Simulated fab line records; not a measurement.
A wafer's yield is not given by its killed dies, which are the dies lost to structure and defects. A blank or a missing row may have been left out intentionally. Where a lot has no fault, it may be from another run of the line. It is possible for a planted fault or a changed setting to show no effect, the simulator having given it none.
fab line records    flow n5_finfet
record: lots: 10  wafers: 30  last_day: 18
route steps=1938 shown BEOL_M12@1648 BEOL_M13@1659 PASSIVATION@1936
lots that met no fault: from a run of the same line without faults
start_h: hours from the record's first day to the start of the lot's first wafer shown    wait_h: hours from the lot's prior step to this one    " repeats the value in the row above    L1.1+2: a row that stands for several wafers    - value missing, or start not given    * or withheld: withheld    < > ~ a bound
route shown NAME@n: a module of which the file shows steps, and the number in the route of the first    usual: mean/standard deviation of fault-free wafers    same: alike in all rows    chamber/n: place in a boat    sites: readings site by site    _std_site: standard deviation across them    _edge_site: inner sites' mean taken away from outer sites' mean    radius_mm: how far each site lies from the wafer's centre    mask NAME#n: copy n    behind: the most recent tool/chamber to have shaped the wafer    hold: why the lot was held/for how many hours/how that ended    device: names the non-switching transistor (n, p or np)    end of line: the route-end tests of the same wafers    step lacking rows: just its recipe    killed: dies lost to structure and defects at the first sort, not the wafer's yield    map: shows each die of a wafer: x if killed, . if not, _ if none is there
set.NAME: the run value of the setting; set.NAME@STEP: its run value at that earlier step    model.NAME: the simulator's own value behind a step, which no gauge read
the route's steps for a sample of lots (tables are steps, rows are wafers)
services: from which hour (start_h, from the record's first day; less than 0 if before it) a tool's chamber was out of use, for how many hours, and why
== steps ==
step: N5_BEOL_M12_SPUTTER_43
recipe: material: TaN  target_thk_a: 150  temp_c: 50  bias_v: 168.6  power_w: 15000  chamber_pressure_pa: 0.12  time_s: 24.19
usual: cathode_dc_power_W: 15000/2.6  throttle_valve_pct: 30.2/0.94
lot.wafer  tool            chamber  start_h  wait_h  cathode_dc_power_W  throttle_valve_pct
L475.3     pvd_sputter-03  -        266.89   0.0     14999               30.7
L475.5     "               -        "        "       15002               30.2
L475.6     "               -        "        "       14998               30.2
L476.2     pvd_sputter-03  -        267.81   0.0     15002               29.7
L476.4     "               -        "        "       15003               30.3
L476.5     "               -        "        "       14999               30.6
L479.2     pvd_sputter-01  -        293.02   0.0     15001               31.7
L479.3     "               -        "        "       14998               31.1
L479.6     "               -        "        "       15005               29.9
L478.1     pvd_sputter-01  -        293.42   0.0     15003               32.3
L478.3     "               -        "        "       15000               31.1
L478.4     "               -        "        "       15000               29.8
L484.2     pvd_sputter-03  -        300.32   0.0     14996               30.6
L484.3     "               -        "        "       14999               30.0
L484.5     "               -        "        "       14999               29.9
L480.3     pvd_sputter-01  -        302.39   0.0     14999               31.1
L480.5     "               -        "        "       15002               30.0
L480.6     "               -        "        "       15000               30.1
L487.2     pvd_sputter-03  -        316.74   0.0     15002               30.2
L487.4     "               -        "        "       14996               29.9
L487.5     "               -        "        "       15002               31.1
L488.4     pvd_sputter-01  -        341.08   0.0     14998               29.9
L488.5     "               -        "        "       14999               29.8
L488.6     "               -        "        "       14997               32.1
L495.1     pvd_sputter-01  -        398.06   0.0     14997               32.1
L495.2     "               -        "        "       15002               29.7
L495.5     "               -        "        "       15002               29.7
L496.2     pvd_sputter-03  -        400.56   0.0     15000               29.6
L496.3     "               -        "        "       15000               30.2
L496.5     "               -        "        "       14997               29.7
step: N5_BEOL_M12_SPUTTER_45
recipe: material: Cu  target_thk_a: 800  temp_c: -20  bias_v: 60  power_w: 26000  chamber_pressure_pa: 0.13  time_s: 13.33
usual: cathode_dc_power_W: 26000/4.7  throttle_valve_pct: 30.2/0.92
lot.wafer  tool            chamber  start_h  wait_h  cathode_dc_power_W  throttle_valve_pct
L475.3     pvd_sputter-03  -        267.05   0.0     25999               30.7
L475.5     "               -        "        "       26000               30.0
L475.6     "               -        "        "       26002               30.4
L476.2     pvd_sputter-03  -        267.97   0.0     26001               29.6
L476.4     "               -        "        "       25999               30.4
L476.5     "               -        "        "       26004               30.6
L479.2     pvd_sputter-01  -        293.18   0.0     26001               32.2
L479.3     "               -        "        "       25999               30.8
L479.6     "               -        "        "       26004               29.8
L478.1     pvd_sputter-01  -        293.58   0.0     26008               31.9
L478.3     "               -        "        "       26004               30.9
L478.4     "               -        "        "       25988               29.7
L484.2     pvd_sputter-03  -        300.48   0.0     25998               30.7
L484.3     "               -        "        "       26001               30.0
L484.5     "               -        "        "       25998               30.0
L480.3     pvd_sputter-01  -        302.55   0.0     25996               30.7
L480.5     "               -        "        "       25996               30.0
L480.6     "               -        "        "       26002               29.7
L487.2     pvd_sputter-03  -        316.90   0.0     26005               30.4
L487.4     "               -        "        "       25998               30.0
L487.5     "               -        "        "       26002               30.7
L488.4     pvd_sputter-01  -        341.24   0.0     25997               29.5
L488.5     "               -        "        "       26010               29.7
L488.6     "               -        "        "       25999               32.3
L495.1     pvd_sputter-01  -        398.22   0.0     26001               31.9
L495.2     "               -        "        "       26001               29.9
L495.5     "               -        "        "       26001               29.7
L496.2     pvd_sputter-03  -        400.72   0.0     25989               29.8
L496.3     "               -        "        "       25996               30.2
L496.5     "               -        "        "       26004               29.7
step: N5_BEOL_M12_PRE_CLEAN_52
recipe: gas: NH3  time_s: 15  temp_c: withheld  rf_power_w: 300
lot.wafer   tool      chamber  start_h  wait_h
L475.3+5+6  pecvd-03  0,2,0    268.00   0.1
L476.2+4+5  pecvd-01  0,0,2    269.59   0.0
L479.2+3+6  pecvd-03  1,2,2    294.07   0.0
L478.1+3+4  pecvd-03  1,0,1    294.73   0.0
L484.2+3+5  pecvd-03  0,1,1    301.37   0.0
L480.3+5+6  pecvd-03  0,1,0    303.44   0.0
L487.2+4+5  pecvd-03  2,1,0    317.79   0.0
L488.4+5+6  pecvd-03  0,2,1    342.15   0.0
L495.1+2+5  pecvd-01  1,0,1    399.12   0.0
L496.2+3+5  pecvd-02  1,0,2    401.85   0.0
step: N5_BEOL_M12_INSPECT_55
recipe: inspect_instrument: darkfield  mode: post_dep
usual: raw_defect_count: 66/21
lot.wafer  tool               chamber  start_h  wait_h  raw_defect_count
L475.3     defect_inspect-02  -        268.13   0.0     84
L475.5     "                  -        "        "       64
L475.6     "                  -        "        "       92
L476.2     defect_inspect-02  -        269.71   0.0     44
L476.4     "                  -        "        "       64
L476.5     "                  -        "        "       127
L479.2     defect_inspect-01  -        294.18   0.0     35
L479.3     "                  -        "        "       34
L479.6     "                  -        "        "       29
L478.1     defect_inspect-01  -        294.84   0.0     81
L478.3     "                  -        "        "       102
L478.4     "                  -        "        "       69
L484.2     defect_inspect-01  -        301.48   0.0     55
L484.3     "                  -        "        "       56
L484.5     "                  -        "        "       46
L480.3     defect_inspect-01  -        303.56   0.0     41
L480.5     "                  -        "        "       57
L480.6     "                  -        "        "       50
L487.2     defect_inspect-01  -        317.90   0.0     47
L487.4     "                  -        "        "       40
L487.5     "                  -        "        "       309
L488.4     defect_inspect-02  -        342.25   0.0     340
L488.5     "                  -        "        "       118
L488.6     "                  -        "        "       123
L495.1     defect_inspect-01  -        399.24   0.0     70
L495.2     "                  -        "        "       64
L495.5     "                  -        "        "       78
L496.2     defect_inspect-01  -        401.96   0.0     90
L496.3     "                  -        "        "       37
L496.5     "                  -        "        "       64
step: N5_BEOL_M13_ILD_DEP_00
recipe: material: SiOC  target_thk_a: 8379.2  temp_c: 350  precursor: DEMS/O2  pressure_torr: 5  rf_w: 500  time_s: 166.4
usual: heater_power_outer_w: 289/53  heater_power_w: 535/87  showerhead_plenum_p_Torr: 5.693/0.017  showerhead_vpp_V: 1401/64  throttle_valve_pct: 12.1/0.71
lot.wafer  tool      chamber  start_h  wait_h  heater_power_outer_w  heater_power_w  showerhead_plenum_p_Torr  showerhead_vpp_V  throttle_valve_pct
L475.3     pecvd-01  1        268.16   0.0     310                   579             5.687                     1308              10.9
L475.5     "         1        "        "       335                   619             5.669                     1301              10.9
L475.6     "         0        "        "       259                   509             5.672                     1380              13.0
L476.2     pecvd-02  1        269.75   0.0     286                   490             5.718                     1536              12.2
L476.4     "         0        "        "       283                   508             5.687                     1364              11.6
L476.5     "         0        "        "       303                   513             5.698                     1338              11.8
L479.2     pecvd-04  1        294.22   0.0     319                   636             5.702                     1414              13.0
L479.3     "         0        "        "       342                   593             5.687                     1411              12.5
L479.6     "         2        "        "       261                   495             5.696                     1371              11.1
L478.1     pecvd-04  2        294.88   0.0     321                   581             5.702                     1351              11.6
L478.3     "         0        "        "       358                   627             5.698                     1423              12.7
L478.4     "         1        "        "       315                   643             5.709                     1418              13.2
L484.2     pecvd-04  2        301.52   0.0     309                   572             5.696                     1355              11.2
L484.3     "         0        "        "       376                   614             5.696                     1412              12.6
L484.5     "         2        "        "       334                   604             5.680                     1358              11.4
L480.3     pecvd-04  1        303.59   0.0     297                   613             5.701                     1413              13.7
L480.5     "         2        "        "       252                   499             5.684                     1384              11.4
L480.6     "         1        "        "       324                   659             5.711                     1410              13.0
L487.2     pecvd-04  2        317.94   0.0     340                   618             5.685                     1397              11.5
L487.4     "         2        "        "       267                   493             5.708                     1367              11.3
L487.5     "         1        "        "       340                   664             5.697                     1416              13.3
L488.4     pecvd-04  2        342.34   0.1     322                   579             5.688                     1373              11.4
L488.5     "         0        "        "       349                   571             5.706                     1428              12.6
L488.6     "         1        "        "       343                   682             5.703                     1410              13.3
L495.1     pecvd-01  0        399.28   0.0     274                   537             5.706                     1402              12.8
L495.2     "         1        "        "       344                   638             5.679                     1297              11.0
L495.5     "         0        "        "       198                   435             5.685                     1371              12.6
L496.2     pecvd-02  0        402.00   0.0     310                   539             5.684                     1347              11.8
L496.3     "         1        "        "       273                   497             5.720                     1547              11.9
L496.5     "         2        "        "       181                   364             5.684                     1420              11.5
step: N5_BEOL_M13_INSPECT_12
recipe: mode: adi  inspect_instrument: macro
usual: raw_defect_count: 2.0/1.5
lot.wafer  tool               chamber  start_h  wait_h  raw_defect_count
L475.3     defect_inspect-01  -        268.68   0.0     0
L475.5     "                  -        "        "       2
L475.6     "                  -        "        "       3
L476.2     defect_inspect-02  -        270.31   0.0     4
L476.4     "                  -        "        "       3
L476.5     "                  -        "        "       3
L479.2     defect_inspect-02  -        294.73   0.0     1
L479.3     "                  -        "        "       4
L479.6     "                  -        "        "       1
L478.1     defect_inspect-01  -        295.38   0.0     0
L478.3     "                  -        "        "       6
L478.4     "                  -        "        "       1
L484.2     defect_inspect-02  -        302.16   0.0     1
L484.3     "                  -        "        "       2
L484.5     "                  -        "        "       1
L480.3     defect_inspect-02  -        304.10   0.0     1
L480.5     "                  -        "        "       4
L480.6     "                  -        "        "       0
L487.2     defect_inspect-01  -        318.57   0.0     2
L487.4     "                  -        "        "       1
L487.5     "                  -        "        "       258
L488.4     defect_inspect-01  -        342.79   0.0     277
L488.5     "                  -        "        "       3
L488.6     "                  -        "        "       1
L495.1     defect_inspect-02  -        399.78   0.0     1
L495.2     "                  -        "        "       0
L495.5     "                  -        "        "       3
L496.2     defect_inspect-01  -        402.51   0.0     1
L496.3     "                  -        "        "       1
L496.5     "                  -        "        "       2
step: N5_BEOL_M13_INSPECT_30
recipe: mode: adi  inspect_instrument: macro
usual: raw_defect_count: 2.2/1.4
lot.wafer  tool               chamber  start_h  wait_h  raw_defect_count
L475.3     defect_inspect-02  -        269.82   0.0     3
L475.5     "                  -        "        "       2
L475.6     "                  -        "        "       1
L476.2     defect_inspect-02  -        271.29   0.0     6
L476.4     "                  -        "        "       3
L476.5     "                  -        "        "       2
L479.2     defect_inspect-02  -        295.80   0.0     3
L479.3     "                  -        "        "       3
L479.6     "                  -        "        "       1
L478.1     defect_inspect-02  -        296.33   0.0     4
L478.3     "                  -        "        "       1
L478.4     "                  -        "        "       1
L484.2     defect_inspect-01  -        303.11   0.0     0
L484.3     "                  -        "        "       4
L484.5     "                  -        "        "       0
L480.3     defect_inspect-01  -        305.05   0.0     2
L480.5     "                  -        "        "       2
L480.6     "                  -        "        "       1
L487.2     defect_inspect-02  -        319.52   0.0     1
L487.4     "                  -        "        "       1
L487.5     "                  -        "        "       254
L488.4     defect_inspect-01  -        343.74   0.0     273
L488.5     "                  -        "        "       2
L488.6     "                  -        "        "       2
L495.1     defect_inspect-02  -        400.73   0.0     0
L495.2     "                  -        "        "       3
L495.5     "                  -        "        "       4
L496.2     defect_inspect-01  -        403.59   0.0     3
L496.3     "                  -        "        "       2
L496.5     "                  -        "        "       1
step: N5_PASSIVATION_PROBE_49
usual: defect_limited_yield: 91.2/1.4  killed_at_M0_to_M3: 35/11  killed_at_M4_up: 14/5.6  killed_at_contacts: 12/5.6  killed_at_front_end: 38/11  killed_at_other: 4/3.4  killed_dies: 103/17  killed_on_rim: 13/3.5  killed_open: 68/12  killed_short: 33/8.8  sort_bin_5_function: 5.1/0.89  sort_bin_6_memory: 3.3/0.71  sort_n_pass: 1077/17  sort_yield_pct: 91.2/1.4
same: gross_dies: 1180  killed_at_back_side: 0  sort_bin_4_leakage[%]: 0  sort_bin_8_speed[%]: 0
lot.wafer  tool       chamber  start_h  wait_h  defect_limited_yield[%]  killed_at_M0_to_M3  killed_at_M4_up  killed_at_contacts  killed_at_front_end  killed_at_other  killed_dies  killed_on_rim  killed_open  killed_short  sort_bin_5_function[%]  sort_bin_6_memory[%]  sort_n_pass  sort_yield_pct[%]
L475.3     prober-02  -        298.23   0.1     92.5                     38                  5                7                   37                   1                88           9              67           21            5.1                     2.2                   1092         92.5
L475.5     prober-02  -        298.33   0.2     93.7                     22                  12               9                   30                   1                74           16             60           12            3.9                     2.1                   1106         93.7
L475.6     prober-02  -        298.38   0.3     93.4                     29                  4                6                   39                   0                78           10             58           20            3.4                     3.1                   1102         93.4
L480.3     prober-02  -        334.77   0.1     92.5                     28                  17               9                   29                   5                88           10             57           28            3.7                     3.6                   1092         92.5
L480.5     prober-02  -        334.87   0.2     92.1                     28                  11               14                  31                   9                93           14             68           24            4.9                     2.8                   1087         92.1
L480.6     prober-02  -        334.92   0.3     92.8                     26                  21               10                  26                   2                85           14             52           31            4.5                     2.4                   1095         92.8
L487.2     prober-01  -        358.62   0.1     86.7                     38                  12               23                  78                   6                157          20             124          30            7.8                     5.1                   1023         86.7
L487.4     prober-01  -        358.72   0.2     90.9                     30                  18               15                  38                   6                107          10             71           33            5.1                     3.8                   1073         90.9
L487.5     prober-01  -        358.77   0.2     83.8                     24                  108              22                  34                   3                191          18             68           29            10.4                    4.4                   989          83.8
L488.4     prober-01  -        374.78   0.2     81.8                     26                  121              27                  36                   5                215          19             79           37            11.1                    5.2                   965          81.8
L488.5     prober-01  -        374.83   0.2     91.3                     24                  15               15                  44                   5                103          13             65           38            5.3                     3.1                   1077         91.3
L488.6     prober-01  -        374.88   0.3     91.8                     34                  15               8                   40                   0                97           8              63           34            4.9                     3.0                   1083         91.8
killed by level:class
L475.3 FIN_SAQP:geometric_particle:open=11 BEOL_M3:geometric_particle:open=11 BEOL_M0_SAQP:geometric_particle:open=10 STI_FIN_REVEAL:geometric_particle:open=8 BEOL_M0_SAQP:geometric_particle:short=8 MOL_CONTACT_COAG:geometric_particle:open=6 BEOL_M2:geometric_particle:open=5 FIN_SAQP:geometric_particle:short=3
L475.5 MOL_CONTACT_COAG:geometric_particle:open=9 FIN_SAQP:geometric_particle:open=8 BEOL_M3:geometric_particle:open=8 DUMMY_GATE:geometric_particle:open=7 BEOL_M0_SAQP:geometric_particle:open=5 STARTING-WAFER:geometric_particle:open=5 STI_FIN_REVEAL:geometric_particle:open=4 FIN_SAQP:geometric_particle:short=3
L475.6 BEOL_M3:geometric_particle:open=9 STI_FIN_REVEAL:geometric_particle:open=8 STARTING-WAFER:geometric_particle:open=7 FIN_SAQP:geometric_particle:open=6 DUMMY_GATE:geometric_particle:open=5 BEOL_M0_SAQP:geometric_particle:open=5 BEOL_M0:geometric_particle:open=5 MOL_CONTACT_COAG:geometric_particle:open=4
L480.3 BEOL_M1:geometric_particle:open=11 MOL_CONTACT_COAG:geometric_particle:open=8 BEOL_M2:geometric_particle:open=8 BEOL_M4:geometric_particle:open=6 FIN_SAQP:geometric_particle:short=4 FIN_SAQP:geometric_particle:open=4 STARTING-WAFER:geometric_particle:short=4 DUMMY_GATE:geometric_particle:open=4
L480.5 MOL_CONTACT_COAG:geometric_particle:open=11 BEOL_M2:geometric_particle:open=7 FIN_SAQP:geometric_particle:open=6 BEOL_M1:geometric_particle:open=5 BEOL_M3:geometric_particle:open=5 BEOL_M4:geometric_particle:open=5 BEOL_M0_SAQP:geometric_particle:open=4 GATE_CUT:geometric_particle:open=3
L480.6 BEOL_M4:geometric_particle:open=9 MOL_CONTACT_COAG:geometric_particle:open=7 BEOL_M1:geometric_particle:open=7 BEOL_M0:geometric_particle:open=6 BEOL_M2:geometric_particle:open=5 STARTING-WAFER:geometric_particle:open=5 BEOL_M4:geometric_particle:short=4 STARTING-WAFER:geometric_particle:short=4
L487.2 STI_FIN_REVEAL:geometric_particle:open=49 MOL_CONTACT_COAG:geometric_particle:open=20 BEOL_M0_SAQP:geometric_particle:open=10 BEOL_M4:geometric_particle:open=9 BEOL_M3:geometric_particle:open=8 BEOL_M2:geometric_particle:open=7 STI_FIN_REVEAL:geometric_particle:short=6 DUMMY_GATE:geometric_particle:open=6
L487.4 STI_FIN_REVEAL:geometric_particle:open=13 MOL_CONTACT_COAG:geometric_particle:open=10 BEOL_M3:geometric_particle:open=9 BEOL_M4:geometric_particle:short=6 MOL_CONTACT_COAG:geometric_particle:short=5 BEOL_M4:geometric_particle:open=5 STARTING-WAFER:geometric_particle:short=4 GATE_CUT:geometric_particle:open=4
L487.5 BEOL_M12:unspecified=92 MOL_CONTACT_COAG:geometric_particle:open=18 STI_FIN_REVEAL:geometric_particle:open=15 BEOL_M4:geometric_particle:open=10 BEOL_M3:geometric_particle:open=7 STI_FIN_REVEAL:geometric_particle:short=6 BEOL_M0_SAQP:geometric_particle:short=5 FIN_SAQP:geometric_particle:open=4
L488.4 BEOL_M12:unspecified=96 MOL_CONTACT_COAG:geometric_particle:open=22 BEOL_M4:geometric_particle:open=14 GATE_CUT:geometric_particle:short=6 GATE_CUT:geometric_particle:open=6 BEOL_M1:geometric_particle:open=6 MOL_CONTACT_COAG:geometric_particle:short=5 BEOL_M4:geometric_particle:short=5
L488.5 GATE_CUT:geometric_particle:short=13 MOL_CONTACT_COAG:geometric_particle:open=13 STI_FIN_REVEAL:geometric_particle:open=10 BEOL_M1:geometric_particle:open=9 ILD0:geometric_particle:open=5 BEOL_M4:geometric_particle:open=5 BEOL_M4:geometric_particle:short=5 BEOL_M0_SAQP:geometric_particle:open=4
L488.6 BEOL_M3:geometric_particle:open=11 ILD0:geometric_particle:short=7 BEOL_M0_SAQP:geometric_particle:short=7 BEOL_M4:geometric_particle:open=7 STI_FIN_REVEAL:geometric_particle:open=6 MOL_CONTACT_COAG:geometric_particle:open=6 GATE_CUT:geometric_particle:open=5 ILD0:geometric_particle:open=4
== services ==
tool            chamber  start_h  hours  kind
pecvd-01        2        250.89   -      calibration
pecvd-03        1        264.22   5.5    scheduled_down
pecvd-02        2        267.49   5.5    scheduled_down
pecvd-02        1        272.95   2.1    scheduled_down
pecvd-02        0        279.07   4.1    repair
pecvd-04        1        280.59   5.5    scheduled_down
pecvd-03        2        280.60   5.5    scheduled_down
pecvd-01        -        293.53   14.6   pm
pvd_sputter-03  -        330.58   2.5    repair
pecvd-01        1        332.56   5.5    scheduled_down
pvd_sputter-03  -        333.25   7.2    repair
pecvd-02        -        339.09   14.6   pm
pecvd-04        2        342.93   5.5    scheduled_down
pecvd-02        -        359.09   0.9    repair
pecvd-03        -        361.79   0.8    repair
pecvd-03        2        374.68   2.1    scheduled_down
pvd_sputter-01  -        379.91   5.9    repair
pecvd-03        1        383.91   2.1    scheduled_down
pecvd-03        1        386.04   -      clean
pecvd-03        1        386.04   -      consumable_replace:showerhead
pecvd-03        1        386.04   29.0   scheduled_down
pecvd-03        1        386.04   29.0   vent_cycle
pecvd-03        0        387.07   2.1    scheduled_down
pvd_sputter-01  -        398.43   1.6    repair
== key ==
first_sign: step: N5_BEOL_M12_INSPECT_55  reading: raw_defect_count  direction: up  sigmas: 12  usual: 66  struck: 324
effect: step: N5_BEOL_M13_INSPECT_12  reading: raw_defect_count  direction: up  sigmas: 99+  usual: 2.0  struck: 267.5
effect: step: N5_BEOL_M13_INSPECT_30  reading: raw_defect_count  direction: up  sigmas: 99+  usual: 2.2  struck: 263.5
effect: step: N5_PASSIVATION_PROBE_49  reading: killed_at_M4_up  direction: up  sigmas: 18  usual: 14  struck: 114
more_kills_born_at: N5_BEOL_M12_PRE_CLEAN_52@pecvd-03: 188
met_at N5_BEOL_M12_PRE_CLEAN_52
struck_lots L487,L488
struck_wafers L487.5,L488.4
not_acting_at N5_BEOL_M12_SPUTTER_43,N5_BEOL_M12_SPUTTER_45,N5_BEOL_M13_ILD_DEP_00
onset_between 303.44 317.79
fault: kind: chamber_particle_source  tool: pecvd-03  chamber: 0  onset_h: 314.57  steps: N5_BEOL_M12_PRE_CLEAN_52  rate_per_visit_cm2: 0.37716  end_h: 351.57
